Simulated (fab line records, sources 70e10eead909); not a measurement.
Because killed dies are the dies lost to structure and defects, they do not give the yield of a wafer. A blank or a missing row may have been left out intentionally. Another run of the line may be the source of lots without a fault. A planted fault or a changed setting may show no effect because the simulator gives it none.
A struck lot beside a sound one / flow nand-harc / 35 out of 1302 route steps
Sound: these wafers, L794.3, L794.4, L794.5. Wafers struck: L806.4, L806.5, L806.6. Last of all comes the cause.
For every step that has rows: the tool of each side, followed by ch and its chambers, followed by its first start. Under that, the readings that differ: sound wafers / struck wafers / difference of the means / sigmas: that difference in standard deviations of wafers without a fault.
alike: readings whose means differ by less than 2 such deviations, and words and numbers that are the same on both sides. not compared: withheld readings, readings that some wafer has no value for, bounds like >300 that may hide the same value, and numbers for which the record gives no deviation and whose values overlap.
A row with sigmas, a row that says differs or no value, or rows on one side alone: a step with any of these is where the two part. Non-overlapping numbers with no deviation appear without sigmas and do not part them. Lack of a reading on every wafer of one side parts them only where that side has two or more wafers.

first, 5 steps without rows for these wafers: NHARC_A_CHANNEL_HOLE_D2_SOFTBAKE_05 (time 55 s); NHARC_A_CHANNEL_HOLE_D2_EBR_06; NHARC_A_CHANNEL_HOLE_D2_EXPOSE_07 (exposes mask HOLE D2, target cd 100 nm); NHARC_A_CHANNEL_HOLE_D2_PEB_08 (peb time 65 s); NHARC_A_CHANNEL_HOLE_D2_DEVELOP_09 (develop time 35 s).
NHARC_A_CHANNEL_HOLE_D2_CD_MEAS_10: the cd target is 100 nm.
  sound on cd-sem-02 ch 0, day 13 10:30; struck on cd-sem-01 ch 0, day 17 19:43
  alike: cd-nm
NHARC_A_CHANNEL_HOLE_D2_OVL_MEAS_11:
  sound: overlay-02 at day 13 10:35; struck: overlay-01 at day 17 19:47
reading=overlay-x-nm (nm); sound=0.9 1.8 1.6; struck=-0.9 -0.6 -0.4; difference=-2.1; sigmas=-2
  alike: overlay-y-nm
NHARC_A_CHANNEL_HOLE_D2_INSPECT_12:
  sound: defect-inspect-02 at day 13 10:37; struck: defect-inspect-02 at day 17 19:50
  alike: raw-defect-count
then, 1 step without rows for these wafers: NHARC_A_CHANNEL_HOLE_D2_DESCUM_15 (chemistry O2, time 3 s).
NHARC_A_CHANNEL_HOLE_D2_ETCH_38: etches the open film in CF4, target depth 39 nm, time 65 s.
  sound on rie-diel-11 ch 1,3, day 13 10:46; struck on rie-diel-04 ch 0,3, day 17 19:59
reading=oes-product-au (a.u.); sound=1.015 1.004 1.008; struck=0.989 0.992 1.000; difference=-0.015; sigmas=-2
  alike: cf4-flow-sccm, drypump-motor-current-A, rf-vpp-V, showerhead-plenum-p-Torr, throttle-valve-pct
  not compared: rf-hours-counter-h
then, 2 steps without rows for these wafers: NHARC_A_CHANNEL_HOLE_D2_ETCH_39 (etches the open film in N2/H2, target depth 260 nm, time 325 s); NHARC_A_CHANNEL_HOLE_D2_ETCH_34 (etches the open film in CF4/CHF3, target depth 154 nm, time 77 s).
NHARC_A_CHANNEL_HOLE_D2_ETCH_16: etches the open film in O2/COS, target depth 3100 nm, time 806 s.
  sound on rie-diel-11 ch 1,2,3, day 13 11:20; struck on rie-diel-04 ch 1,2,3, day 17 20:35
reading=oes-product-au (a.u.); sound=1.004 1.000 1.016; struck=0.996 0.990 0.993; difference=-0.014; sigmas=-2
  alike: drypump-motor-current-A, rf-vpp-V, showerhead-plenum-p-Torr, throttle-valve-pct
  not compared: rf-hours-counter-h
NHARC_A_CHANNEL_HOLE_D2_CD_MEAS_18:
  sound: cd-sem-02 at day 13 11:48; struck: cd-sem-02 at day 17 21:01
  alike: cd-nm
then, 1 step without rows for these wafers: NHARC_A_CHANNEL_HOLE_D2_ETCH_19 (etches the open film in C4F8/O2/Ar, time 34.5 s).
NHARC_A_CHANNEL_HOLE_D2_ETCH_20: etches the open film in C4F8/O2/Ar, time 361.9 s, target depth 1600 nm.
  sound on har-etch-01 ch 0,1, day 13 13:32; struck on har-etch-01 ch 0,1, day 17 21:20
  alike: drypump-motor-current-A, showerhead-plenum-p-Torr, throttle-valve-pct
  not compared: rf-hours-counter-h
NHARC_A_CHANNEL_HOLE_D2_ETCH_21: etches the open film in C4F8/O2/Ar, time 514.3 s, target depth 1600 nm.
  sound on har-etch-01 ch 0,1, day 13 13:53; struck on har-etch-01 ch 0,1, day 17 21:43
  alike: drypump-motor-current-A, showerhead-plenum-p-Torr, throttle-valve-pct
  not compared: rf-hours-counter-h
then, 2 steps without rows for these wafers: NHARC_A_CHANNEL_HOLE_D2_ETCH_22 (etches the open film in C4F8/O2/Ar, time 666.7 s, target depth 1600 nm); NHARC_A_CHANNEL_HOLE_D2_ETCH_23 (etches the open film in C4F8/O2/Ar, time 819 s, target depth 1600 nm).
NHARC_A_CHANNEL_HOLE_D2_ETCH_24: etches the open film in C4F8/O2/Ar, time 906.2 s, target depth 1500 nm.
  sound on har-etch-01 ch 0,1, day 13 15:42; struck on har-etch-01 ch 0,1, day 17 23:36
  alike: drypump-motor-current-A, showerhead-plenum-p-Torr, throttle-valve-pct
  not compared: rf-hours-counter-h
then, 1 step without rows for these wafers: NHARC_A_CHANNEL_HOLE_D2_ETCH_25 (etches the open film in C4F8/O2/Ar, time 1040.2 s, target depth 1500 nm).
NHARC_A_CHANNEL_HOLE_D2_ETCH_26: etches the open film in C4F8/O2/Ar, time 224.1 s, target depth 300 nm.
  sound on har-etch-01 ch 0,1, day 13 17:09; struck on har-etch-01 ch 0,1, day 18 00:58
  alike: bias-v, drypump-motor-current-A, showerhead-plenum-p-Torr, throttle-valve-pct
  not compared: rf-hours-counter-h
then, 8 steps without rows for these wafers: NHARC_A_CHANNEL_HOLE_D2_ETCH_27 (etches the open film in C4F8/O2/Ar, time 90 s, target depth 400 nm); NHARC_A_CHANNEL_HOLE_D2_STRIP_41 (strips in N2/H2); NHARC_A_CHANNEL_HOLE_D2_STRIP_42 (strips in CF4/CHF3); NHARC_A_CHANNEL_HOLE_D2_STRIP_43 (strips in O2/COS); NHARC_A_CHANNEL_HOLE_D2_ETCH_44 (etches the open film in CF4/O2, target depth 140 nm, overetch 14 nm, time 77 s); NHARC_A_CHANNEL_HOLE_D2_STRIP_28 (strips in O2); NHARC_A_CHANNEL_HOLE_D2_PRECLEAN_29 (cleans in SC1); NHARC_A_CHANNEL_HOLE_D2_SRD_30.
NHARC_A_CHANNEL_HOLE_D2_CD_MEAS_31:
  sound: cd-sem-02 at day 13 18:52; struck: cd-sem-01 at day 18 03:01
  alike: cd-nm
following that, these wafers have no rows for 1 step: NHARC_A_CHANNEL_HOLE_D2_XSEM_32.
NHARC_A_CHANNEL_HOLE_D2_INSPECT_40:
  sound: defect-inspect-02 at day 13 19:02; struck: defect-inspect-02 at day 18 03:12
reading=raw-defect-count; sound=169 227 178; struck=1078 1042 1071; difference=+872; sigmas=+10
then, 1 step without rows for these wafers: NHARC_A_CHANNEL_FILL_D2_PRECLEAN_00 (cleans in SC1).
-- jump in the record: it breaks off in module A_CHANNEL_FILL_D2 and resumes in module END (first step shown: number 1302 of the route), and 11 days separate the struck wafers' starts before and after --
NHARC_END_SORT_01:
  here the record holds rows for the struck wafers (prober-01 ch 0, day 29 05:40) but none for the sound ones

WHERE THEY PART
First at NHARC_A_CHANNEL_HOLE_D2_OVL_MEAS_11; last, within this record, at NHARC_END_SORT_01.

WHY: the cause the simulator had injected
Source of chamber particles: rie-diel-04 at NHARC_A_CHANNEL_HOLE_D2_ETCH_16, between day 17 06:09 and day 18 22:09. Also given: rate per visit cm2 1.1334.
